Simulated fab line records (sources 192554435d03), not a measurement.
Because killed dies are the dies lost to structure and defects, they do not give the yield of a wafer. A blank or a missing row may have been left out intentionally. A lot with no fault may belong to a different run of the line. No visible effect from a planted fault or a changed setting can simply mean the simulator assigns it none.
fab line records | flow n5-finfet
record lots=7 wafers=21
route steps=1938 shown MOL_CONTACT_COAG@593 BEOL_M0_SAQP@633 BEOL_M0_CUTY@705 BEOL_M0@715 BEOL_M1@770
start-h: start of the lot's first displayed wafer, in hours after the record's first day | wait-h: hours elapsed since this lot's preceding step | " repeats the value in the row above | L1.1+2: a single row standing in for several wafers | - no value, or no start given | * or withheld: withheld | < > ~ a bound
route shown NAME@n: NAME is a module with steps in the file, n the number in the route of the first one | usual: mean/standard deviation of fault-free wafers | same: alike in all rows | chamber/n: place in a boat | sites: per-site readings | _std_site: how widely they spread, as a standard deviation | _edge_site: mean of outer sites minus mean of inner sites | radius-mm: for every site, how far away it sits from the centre of the wafer | mask NAME#n: copy n | behind: the most recent tool/chamber to have shaped the wafer | hold: why the lot was held/for how many hours/how that ended | device: transistor that didn't switch, given as n, p or np | end of line: the tests these same wafers got at the end of their route | a step with no rows: only its recipe | killed: not the wafer's yield, but the dies lost to structure and defects at the first sort | map: per-die view of a wafer (x killed, . not killed, _ where there is no die)
set.NAME: the setting the step ran with; set.NAME@STEP: the setting that earlier step ran with | model.NAME: the simulator's own value behind a step, which no gauge read
lots with deliberately changed settings; one table per step, one row per wafer
## steps
# step N5_MOL_CONTACT_COAG_COAT_62
# recipe resist=SOC temp-c=250 time-s=60 spin-rpm=1500 resist-thk-nm=60
# columns lot.wafer tool chamber start-h wait-h set.spin-rpm model.SOC_of_MOL_CONTACT_COAG_COAT_62.thk-nm
L079.3+6 litho-track-01 0 131.57 0.0 1603 58.2
L079.5 " 0 " " 1500 60
L086.2+6 litho-track-04 0 174.83 0.0 1392 62.2
L086.3 " 0 " " 1500 60
L088.2+4+6 litho-track-01 0 182.59 0.0 1500 60
L091.1 litho-track-04 0 202.65 0.0 1500 60.2
L091.4+6 " 0 " " 1608 58
L092.1+6 litho-track-03 0 209.16 0.0 1500 60
L092.3 " 0 " " 1609 57.8
L095.2+4 litho-track-01 0 228.43 0.0 1500 60
L095.5 " 0 " " 1396 62.2
L097.3 litho-track-03 0 235.37 0.0 1500 59.8
L097.4 " 0 " " 1383 62.2
L097.5 " 0 " " 1383 62
# step N5_MOL_CONTACT_COAG_EXPOSE_37
# recipe mask-id=VD na=0.33 source-shape=annular sigma-inner=0.3 sigma-outer=0.7 polarization=unpolarized defocus-nm=0 dose-mj=62
# columns lot.wafer tool chamber start-h wait-h mask set.dose-mj
L079.3+5 euv-scanner-02 0 131.85 - VD#0 64.54
L079.6 " 0 " " VD#0 62
L086.2+3 euv-scanner-01 0 175.10 - VD#0 62
L086.6 " 0 " " VD#0 57.82
L088.2+4+6 euv-scanner-01 0 182.74 - VD#0 62
L091.1+4+6 euv-scanner-01 0 202.85 - VD#0 62
L092.1+3+6 euv-scanner-01 0 209.30 - VD#0 62
L095.2+4+5 euv-scanner-01 0 228.58 - VD#0 62
L097.3+5 euv-scanner-01 0 235.52 - VD#0 62
L097.4 " 0 " " VD#0 63.57
# step N5_MOL_CONTACT_COAG_PEB_38
# recipe peb-temp-c=100 peb-time-s=60 resist=CAR-EUV
# step N5_MOL_CONTACT_COAG_DEVELOP_39
# recipe develop-time-s=30 developer=TMAH resist=CAR-EUV rinse-liquid=surfactant-rinse dry=air-spin dev-temp-c=23
# step N5_MOL_CONTACT_COAG_CD_MEAS_40
# recipe target-cd-nm=25.1 landing-energy-ev=500 detector=se-inlens polarity=opening
# usual cd-nm=25.09/0.26
# columns lot.wafer tool chamber start-h wait-h set.dose-mj@MOL_CONTACT_COAG_EXPOSE_37 cd-nm
L079.3 cd-sem-02 0 131.98 - 64.54 26.11
L079.5 " 0 " " 64.54 25.94
L079.6 " 0 " " 62 25.45
L086.2 cd-sem-03 0 175.24 - 62 25.15
L086.3 " 0 " " 62 25.06
L086.6 " 0 " " 57.82 23.45
L088.2 cd-sem-02 0 182.87 - 62 25.13
L088.4 " 0 " " 62 24.77
L088.6 " 0 " " 62 24.78
L091.1 cd-sem-01 0 202.99 - 62 24.77
L091.4 " 0 " " 62 24.94
L091.6 " 0 " " 62 24.77
L092.1 cd-sem-01 0 209.44 - 62 25.27
L092.3 " 0 " " 62 24.94
L092.6 " 0 " " 62 25.10
L095.2 cd-sem-01 0 228.72 - 62 24.98
L095.4 " 0 " " 62 25.09
L095.5 " 0 " " 62 24.88
L097.3 cd-sem-03 0 235.65 - 62 25.28
L097.4 " 0 " " 63.57 25.21
L097.5 " 0 " " 62 24.86
# step N5_MOL_CONTACT_COAG_ALD_133
# recipe material=SiO2 target-thk-a=50 temp-c=100 ald-precursor-family=BDEAS ald-co-reactant=O2-plasma pulse-time-s=1 co-reactant-pulse-time-s=1 purge-time-s=2 co-reactant-purge-time-s=2 ald-cycles=35 pressure-torr=2
# step N5_MOL_CONTACT_COAG_ETCHBACK_134
# recipe chemistry=CHF3 target=SiO2 target-depth-a=100 time-s=6.7 ion-energy-ev=200 pressure-mtorr=30 source-w=610 bias-w=170 Ar_flow_sccm=200 CHF3_flow_sccm=50
# step N5_MOL_CONTACT_COAG_ETCH_67
# recipe chemistry=N2/H2 target=SOC target-depth-a=600 overetch-a=210 mask-material=SiARC temp-c=40 time-s=101.2 ion-energy-ev=200 pressure-mtorr=30 source-w=840 bias-w=150 n2-flow-sccm=200 h2-flow-sccm=200
# columns lot.wafer tool chamber start-h wait-h set.spin-rpm@MOL_CONTACT_COAG_COAT_62 model.etch.depth-nm
L079.3+6 rie-diel-05 3,2 132.47 0.0 1603 58.16
L079.5 " 3 " " 1500 59.99
L086.2 rie-diel-05 0 176.13 0.0 1392 62.16
L086.3 " 2 " " 1500 59.93
L086.6 " 0 " " 1392 62.23
L088.2 rie-diel-03 0 183.35 0.0 1500 60.02
L088.4 " 1 " " 1500 60.03
L088.6 " 3 " " 1500 60
L091.1 rie-diel-03 1 204.09 0.0 1500 60.12
L091.4 " 2 " " 1608 57.98
L091.6 " 1 " " 1608 57.92
L092.1 rie-diel-05 3 209.95 0.0 1500 59.97
L092.3 " 2 " " 1609 57.79
L092.6 " 0 " " 1500 60.03
L095.2 rie-diel-04 2 229.21 0.0 1500 60
L095.4 " 1 " " 1500 59.95
L095.5 " 0 " " 1396 62.22
L097.3 rie-diel-04 1 236.12 0.0 1500 59.74
L097.4 " 2 " " 1383 62.13
L097.5 " 2 " " 1383 62.03
# step N5_MOL_CONTACT_COAG_STRIP_68
# recipe chemistry=N2/H2 temp-c=40 n2-flow-sccm=200 h2-flow-sccm=200 rf-frequency-hz=6e+07
# step N5_MOL_CONTACT_COAG_STRIP_69
# recipe chemistry=N2/H2 temp-c=40 n2-flow-sccm=200 h2-flow-sccm=200 rf-frequency-hz=6e+07
# step N5_MOL_CONTACT_COAG_ETCHBACK_136
# recipe chemistry=CHF3 target=SiO2 target-depth-a=250 time-s=16.7 ion-energy-ev=200 pressure-mtorr=30 source-w=610 bias-w=170 Ar_flow_sccm=200 CHF3_flow_sccm=50
# columns lot.wafer tool chamber start-h wait-h set.spin-rpm@MOL_CONTACT_COAG_COAT_62 model.SOC_of_MOL_CONTACT_COAG_COAT_62.thk-nm
L079.3+6 rie-diel-05 3,2 132.56 0.0 1603 55.4
L079.5 " 3 " " 1500 57.2
L086.2+6 rie-diel-05 0 176.22 0.0 1392 59.4
L086.3 " 2 " " 1500 57.2
L088.2+4+6 rie-diel-03 0,1,3 183.44 0.0 1500 57.2
L091.1 rie-diel-03 1 204.18 0.0 1500 57.4
L091.4+6 " 2,1 " " 1608 55.2
L092.1+6 rie-diel-05 3,0 210.04 0.0 1500 57.2
L092.3 " 2 " " 1609 55.2
L095.2+4 rie-diel-04 2,1 229.30 0.0 1500 57.2
L095.5 " 0 " " 1396 59.4
L097.3 rie-diel-04 1 236.21 0.0 1500 57
L097.4 " 2 " " 1383 59.4
L097.5 " 2 " " 1383 59.2
# step N5_MOL_CONTACT_COAG_STRIP_120
# recipe chemistry=CHF3 resist=SiARC rf-frequency-hz=6e+07
# step N5_MOL_CONTACT_COAG_VIA_ETCH_117
# recipe chemistry=C4F6/O2 target-depth-a=400 overetch-a=80 mask-material=SOC target=SiO2 bias-w=455 pressure-mtorr=10 time-s=26 source-w=325 Ar_flow_sccm=300 C4F6_flow_sccm=10 O2_flow_sccm=10 ion-energy-ev=575.3 ends=end-point
# step N5_MOL_CONTACT_COAG_ETCH_124
# recipe chemistry=CH3F/O2 target=SiNx target-depth-a=65 mask-material=SOC stop-on=SiOC over-etch-frac=0.3 ion-energy-ev=120 pressure-mtorr=30 source-w=395 bias-w=73 Ar_flow_sccm=150 CH3F_flow_sccm=30 O2_flow_sccm=20 ends=end-point
# columns lot.wafer tool chamber start-h wait-h set.spin-rpm@MOL_CONTACT_COAG_COAT_62 model.SOC_of_MOL_CONTACT_COAG_COAT_62.thk-nm
L079.3 rie-diel-05 3 132.62 0.0 1603 46.6
L079.5 " 3 " " 1500 48.4
L079.6 " 2 " " 1603 46.8
L086.2+6 rie-diel-05 0 176.28 0.0 1392 50.6
L086.3 " 2 " " 1500 48.8
L088.2+4 rie-diel-03 0,1 183.50 0.0 1500 48.2
L088.6 " 3 " " 1500 48.4
L091.1 rie-diel-03 1 204.24 0.0 1500 48.2
L091.4 " 2 " " 1608 46.2
L091.6 " 1 " " 1608 46
L092.1+6 rie-diel-05 3,0 210.10 0.0 1500 48.4
L092.3 " 2 " " 1609 46.6
L095.2+4 rie-diel-04 2,1 229.36 0.0 1500 48.4
L095.5 " 0 " " 1396 50.4
L097.3 rie-diel-04 1 236.27 0.0 1500 48.2
L097.4 " 2 " " 1383 50.4
L097.5 " 2 " " 1383 50.2
# step N5_BEOL_M0_SAQP_ILD_DEP_01
# recipe material=SiOC target-thk-a=454.19 temp-c=350 precursor=DEMS/O2 pressure-torr=5 rf-w=500 time-s=8.7
# columns lot.wafer tool chamber start-h wait-h set.time-s model.SiOC_of_BEOL_M0_SAQP_ILD_DEP_01.thk-nm
L079.3 pecvd-03 0 137.70 0.0 8.7 46
L079.5 " 1 " " 8.7 45.6
L079.6 " 2 " " 8.7 46.2
L086.2 pecvd-01 0 181.10 0.0 8.7 45.2
L086.3 " 2 " " 8.335 43.2
L086.6 " 2 " " 8.335 44.2
L088.2 pecvd-04 2 188.07 0.0 8.7 44.8
L088.4 " 2 " " 8.7 45
L088.6 " 1 " " 8.7 46.6
L091.1 pecvd-04 1 208.73 0.0 9.289 49.2
L091.4 " 2 " " 8.7 46
L091.6 " 1 " " 8.7 46.6
L092.1 pecvd-01 1 214.60 0.0 9.742 51
L092.3 " 0 " " 9.742 51.2
L092.6 " 2 " " 9.742 51.4
L095.2 pecvd-04 1 233.84 0.0 8.7 45.4
L095.4 " 1 " " 8.7 45.8
L095.5 " 2 " " 8.7 45
L097.3 pecvd-01 2 241.12 0.0 8.7 45
L097.4 " 0 " " 9.243 48.6
L097.5 " 2 " " 9.243 47.6
# step N5_BEOL_M0_SAQP_HM_DEP_111
# recipe material=SiO2 target-thk-a=120 temp-c=400 precursor=SiH4/N2O pressure-torr=0.75 rf-w=275 time-s=7.2
# columns lot.wafer tool chamber start-h wait-h set.time-s model.SiO2_of_BEOL_M0_SAQP_HM_DEP_111.thk-nm
L079.3 pecvd-01 0 139.04 0.1 7.2 12.2
L079.5+6 " 0,1 " " 7.2 12
L086.2+3 pecvd-04 1,2 182.27 0.0 6.848 11.2
L086.6 " 2 " " 6.848 11.4
L088.2+4 pecvd-04 0,1 189.66 0.0 7.2 12
L088.6 " 0 " " 7.2 12.2
L091.1 pecvd-03 1 210.56 0.0 7.643 12.6
L091.4 " 0 " " 7.2 11.8
L091.6 " 1 " " 7.643 13
L092.1+6 pecvd-01 1,0 216.77 0.0 6.685 11
L092.3 " 0 " " 7.2 11.8
L095.2+4 pecvd-01 0,1 234.88 0.0 7.2 11.8
L095.5 " 2 " " 7.2 12.2
L097.3 pecvd-04 2 242.02 0.0 6.145 10
L097.4 " 0 " " 6.145 10.2
L097.5 " 1 " " 7.2 12
# step N5_BEOL_M0_SAQP_COAT_81
# recipe resist=SOC temp-c=250 time-s=60 spin-rpm=1500 resist-thk-nm=100
# step N5_BEOL_M0_SAQP_COAT_82
# recipe resist=SiARC temp-c=220 time-s=60 spin-rpm=1500 resist-thk-nm=30
# step N5_BEOL_M0_SAQP_ETCH_84
# recipe chemistry=N2/H2 target=SOC target-depth-a=1000 overetch-a=200 mask-material=SiARC temp-c=40 time-s=150 ion-energy-ev=200 pressure-mtorr=30 source-w=840 bias-w=150 n2-flow-sccm=200 h2-flow-sccm=200
# step N5_BEOL_M0_SAQP_STRIP_80
# recipe chemistry=N2/H2 temp-c=40 n2-flow-sccm=200 h2-flow-sccm=200 rf-frequency-hz=6e+07
# step N5_BEOL_M0_SAQP_HM_OPEN_112
# recipe chemistry=CHF3/O2 target=SiO2 stop-on=a-Si target-depth-a=120 over-etch-frac=1.25 mask-material=SOC time-s=13.5 pressure-mtorr=30 source-w=650 bias-w=170 Ar_flow_sccm=200 CHF3_flow_sccm=50 O2_flow_sccm=5 ion-energy-ev=200 ends=end-point
# columns lot.wafer tool chamber start-h wait-h set.time-s@BEOL_M0_SAQP_HM_DEP_111 model.etch.depth-nm
L079.3 rie-diel-06 2 139.89 0.0 7.2 12.1
L079.5 " 0 " " 7.2 12.07
L079.6 " 3 " " 7.2 11.94
L086.2 rie-diel-01 1 183.00 0.0 6.848 11.26
L086.3 " 0 " " 6.848 11.16
L086.6 " 3 " " 6.848 11.34
L088.2 rie-diel-02 2 190.63 0.0 7.2 11.98
L088.4 " 3 " " 7.2 12.09
L088.6 " 3 " " 7.2 12.28
L091.1 rie-diel-01 2 211.31 0.0 7.643 12.58
L091.4 " 2 " " 7.2 11.88
L091.6 " 1 " " 7.643 12.92
L092.1 rie-diel-06 0 217.37 0.0 6.685 10.97
L092.3 " 2 " " 7.2 11.74
L092.6 " 0 " " 6.685 11.06
L095.2 rie-diel-02 0 235.50 0.0 7.2 11.78
L095.4 " 1 " " 7.2 11.88
L095.5 " 2 " " 7.2 12.12
L097.3 rie-diel-06 2 242.62 0.0 6.145 10.08
L097.4 " 1 " " 6.145 10.25
L097.5 " 2 " " 7.2 12.04
# step N5_BEOL_M0_SAQP_STRIP_113
# recipe chemistry=CHF3/O2 resist=SiARC rf-frequency-hz=6e+07
# step N5_BEOL_M0_SAQP_MANDREL_ETCH_20
# recipe target-depth-a=600 chemistry=HBr/Cl2 target=a-Si stop-on=SiNx bt-time-s=10 mask-material=SOC over-etch-frac=0.5 time-s=30 pressure-mtorr=10 icp-w=800 bias-w=75 HBr_flow_sccm=150 Cl2_flow_sccm=80 ends=end-point
# step N5_BEOL_M0_SAQP_STRIP_86
# recipe chemistry=N2/H2 power-w=500 temp-c=40 pressure-mtorr=50 rf-frequency-hz=6e+07 overash-fraction=0.3 bias-power-w=28 h2-frac=0.5 n2-flow-sccm=300 h2-flow-sccm=300
# step N5_BEOL_M0_SAQP_STRIP_115
# recipe chemistry=post-etch-residue-remover time-s=60 temp-c=25 remover-ph=withheld remover-water-wt-pct=withheld remover-fluoride-wt-pct=withheld
# columns lot.wafer tool chamber start-h wait-h set.time-s@BEOL_M0_SAQP_HM_DEP_111 model.SiO2_of_BEOL_M0_SAQP_HM_DEP_111.thk-nm
L079.3+5 wet-bench-04 2,3 140.14 - 7.2 12
L079.6 " 6 " " 7.2 11.8
L086.2+6 wet-bench-01 3,0 183.43 - 6.848 11.2
L086.3 " 7 " " 6.848 11
L088.2 wet-bench-01 6 190.93 - 7.2 11.8
L088.4 " 7 " " 7.2 12
L088.6 " 4 " " 7.2 12.2
L091.1 wet-bench-01 4 211.56 - 7.643 12.4
L091.4 " 7 " " 7.2 11.8
L091.6 " 3 " " 7.643 12.8
L092.1 wet-bench-04 0 217.63 - 6.685 10.8
L092.3 " 3 " " 7.2 11.6
L092.6 " 6 " " 6.685 11
L095.2 wet-bench-05 2 235.74 - 7.2 11.6
L095.4 " 1 " " 7.2 11.8
L095.5 " 0 " " 7.2 12
L097.3 wet-bench-05 0 242.87 - 6.145 10
L097.4 " 6 " " 6.145 10.2
L097.5 " 7 " " 7.2 12
# step N5_BEOL_M0_CUTY_EXPOSE_54
# recipe mask-id=M0_ABLK na=1.35 source-shape=conventional sigma-outer=0.8 polarization=unpolarized dose-mj=36
# columns lot.wafer tool chamber start-h wait-h mask set.dose-mj
L079.3 arfi-scanner-01 0 144.82 - M0_ABLK#0 36
L079.5+6 " 0 " " M0_ABLK#0 34.13
L086.2 arfi-scanner-03 0 188.73 - M0_ABLK#0 36
L086.3+6 " 0 " " M0_ABLK#0 38.43
L088.2+4+6 arfi-scanner-03 0 196.05 - M0_ABLK#0 36
L091.1 arfi-scanner-03 0 216.15 - M0_ABLK#0 33.48
L091.4+6 " 0 " " M0_ABLK#0 36
L092.1+3 arfi-scanner-02 0 222.21 - M0_ABLK#0 36
L092.6 " 0 " " M0_ABLK#0 35.31
L095.2 arfi-scanner-02 0 240.86 - M0_ABLK#0 36
L095.4+5 " 0 " " M0_ABLK#0 34.87
L097.3+4+5 arfi-scanner-01 0 247.86 - M0_ABLK#0 36
# step N5_BEOL_M0_CUTY_PEB_55
# recipe peb-temp-c=110 peb-time-s=60 resist=CAR-ArF-block
# step N5_BEOL_M0_CUTY_DEVELOP_56
# recipe develop-time-s=30 developer=TMAH resist=CAR-ArF-block rinse-liquid=diw dry=air-spin dev-temp-c=23
# step N5_BEOL_M0_CUTY_CD_MEAS_57
# recipe target-cd-nm=200 landing-energy-ev=500 detector=se-inlens polarity=line
# usual cd-nm=200.0/0.94
# columns lot.wafer tool chamber start-h wait-h set.dose-mj@BEOL_M0_CUTY_EXPOSE_54 cd-nm
L079.3 cd-sem-03 0 144.94 - 36 201.2
L079.5 " 0 " " 34.13 203.2
L079.6 " 0 " " 34.13 203.2
L086.2 cd-sem-02 0 188.85 - 36 198.9
L086.3 " 0 " " 38.43 195.2
L086.6 " 0 " " 38.43 194.0
L088.2 cd-sem-01 0 196.17 - 36 199.7
L088.4 " 0 " " 36 201.5
L088.6 " 0 " " 36 201.5
L091.1 cd-sem-03 0 216.27 - 33.48 205.4
L091.4 " 0 " " 36 201.3
L091.6 " 0 " " 36 200.1
L092.1 cd-sem-02 0 222.34 - 36 200.5
L092.3 " 0 " " 36 199.4
L092.6 " 0 " " 35.31 202.2
L095.2 cd-sem-02 0 240.98 - 36 199.0
L095.4 " 0 " " 34.87 201.7
L095.5 " 0 " " 34.87 202.2
L097.3 cd-sem-01 0 247.98 - 36 198.6
L097.4 " 0 " " 36 198.4
L097.5 " 0 " " 36 200.0
# step N5_BEOL_M0_ETCH_138
# recipe chemistry=CH3F/O2 target-depth-a=120 target=SiCN time-s=31.6 ion-energy-ev=120 pressure-mtorr=30 source-w=395 bias-w=75 Ar_flow_sccm=150 CH3F_flow_sccm=30 O2_flow_sccm=20 ends=cleared
# usual rf-vpp-V=297.6/1.8
# columns lot.wafer tool chamber start-h wait-h set.bias-w rf-vpp-V
L079.3 rie-diel-03 2 145.64 0.0 88.45 329.2
L079.5 " 2 " " 88.45 328.9
L079.6 " 1 " " 75 295.5
L086.2 rie-diel-03 3 189.28 0.0 75 297.4
L086.3 " 1 " " 75 297.2
L086.6 " 3 " " 83.69 316.2
L088.2 rie-diel-04 1 196.56 0.0 75 300.0
L088.4 " 3 " " 75 299.3
L088.6 " 1 " " 75 299.3
L091.1 rie-diel-05 0 216.57 0.0 75 298.3
L091.4 " 2 " " 87.13 323.0
L091.6 " 1 " " 75 296.8
L092.1 rie-diel-03 0 222.63 0.0 63.04 264.8
L092.3 " 1 " " 75 296.8
L092.6 " 0 " " 75 296.9
L095.2 rie-diel-04 2 241.40 0.0 75 298.9
L095.4 " 3 " " 75 300.2
L095.5 " 1 " " 75 298.9
L097.3 rie-diel-05 0 248.54 0.0 75 296.8
L097.4 " 3 " " 75 298.8
L097.5 " 2 " " 75 297.2
# step N5_BEOL_M1_ETCH_64
# recipe chemistry=N2/H2 target=SOC target-depth-a=750 overetch-a=150 mask-material=SiARC temp-c=40 time-s=112.5 ion-energy-ev=200 pressure-mtorr=30 source-w=840 bias-w=150 n2-flow-sccm=200 h2-flow-sccm=200
# usual rf-vpp-V=524.6/2.6
# columns lot.wafer tool chamber start-h wait-h set.source-w rf-vpp-V
L079.3 rie-diel-06 3 153.50 0.0 781.5 538.6
L079.5 " 2 " " 781.5 539.7
L079.6 " 1 " " 781.5 539.3
L086.2 rie-diel-01 3 194.70 0.0 840 527.0
L086.3 " 0 " " 952.4 501.0
L086.6 " 1 " " 952.4 500.9
L088.2 rie-diel-06 3 202.24 0.0 840 524.9
L088.4 " 1 " " 840 527.0
L088.6 " 3 " " 840 528.1
L091.1 rie-diel-02 3 227.86 0.0 840 525.5
L091.4 " 1 " " 731.5 546.9
L091.6 " 0 " " 840 519.8
L092.1 rie-diel-01 3 234.12 0.0 840 528.4
L092.3 " 2 " " 840 525.1
L092.6 " 0 " " 840 522.4
L095.2 rie-diel-06 3 249.08 0.0 973.3 500.5
L095.4 " 3 " " 840 525.9
L095.5 " 2 " " 973.3 501.5
L097.3 rie-diel-06 1 259.84 0.0 840 526.6
L097.4 " 1 " " 840 527.0
L097.5 " 3 " " 840 525.8
## key
split step=N5_MOL_CONTACT_COAG_COAT_62 setting=spin-rpm stated=1500 by=wafer
response step=N5_MOL_CONTACT_COAG_COAT_62 reading=model.SOC_of_MOL_CONTACT_COAG_COAT_62.thk-nm change=-0.298 per=1% r=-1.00
response step=N5_MOL_CONTACT_COAG_ETCH_67 reading=model.etch.depth-nm change=-0.302 per=1% r=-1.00
response step=N5_MOL_CONTACT_COAG_ETCHBACK_136 reading=model.SOC_of_MOL_CONTACT_COAG_COAT_62.thk-nm change=-0.294 per=1% r=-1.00
response step=N5_MOL_CONTACT_COAG_ETCH_124 reading=model.SOC_of_MOL_CONTACT_COAG_COAT_62.thk-nm change=-0.266 per=1% r=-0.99
split step=N5_MOL_CONTACT_COAG_EXPOSE_37 setting=dose-mj stated=62 by=wafer
response step=N5_MOL_CONTACT_COAG_CD_MEAS_40 reading=cd-nm change=+0.202 per=1% r=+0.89
split step=N5_BEOL_M0_SAQP_ILD_DEP_01 setting=time-s stated=8.7 by=wafer
response step=N5_BEOL_M0_SAQP_ILD_DEP_01 reading=model.SiOC_of_BEOL_M0_SAQP_ILD_DEP_01.thk-nm change=+0.442 per=1% r=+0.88
split step=N5_BEOL_M0_SAQP_HM_DEP_111 setting=time-s stated=7.2 by=wafer
response step=N5_BEOL_M0_SAQP_HM_DEP_111 reading=model.SiO2_of_BEOL_M0_SAQP_HM_DEP_111.thk-nm change=+0.131 per=1% r=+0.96
response step=N5_BEOL_M0_SAQP_HM_OPEN_112 reading=model.etch.depth-nm change=+0.125 per=1% r=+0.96
response step=N5_BEOL_M0_SAQP_STRIP_115 reading=model.SiO2_of_BEOL_M0_SAQP_HM_DEP_111.thk-nm change=+0.124 per=1% r=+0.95
split step=N5_BEOL_M0_CUTY_EXPOSE_54 setting=dose-mj stated=36 by=wafer
response step=N5_BEOL_M0_CUTY_CD_MEAS_57 reading=cd-nm change=-0.637 per=1% r=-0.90
split step=N5_BEOL_M0_ETCH_138 setting=bias-w stated=75 by=wafer
response step=N5_BEOL_M0_ETCH_138 reading=rf-vpp-V change=+1.79 per=1% r=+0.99
split step=N5_BEOL_M1_ETCH_64 setting=source-w stated=840 by=wafer
response step=N5_BEOL_M1_ETCH_64 reading=rf-vpp-V change=-1.77 per=1% r=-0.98
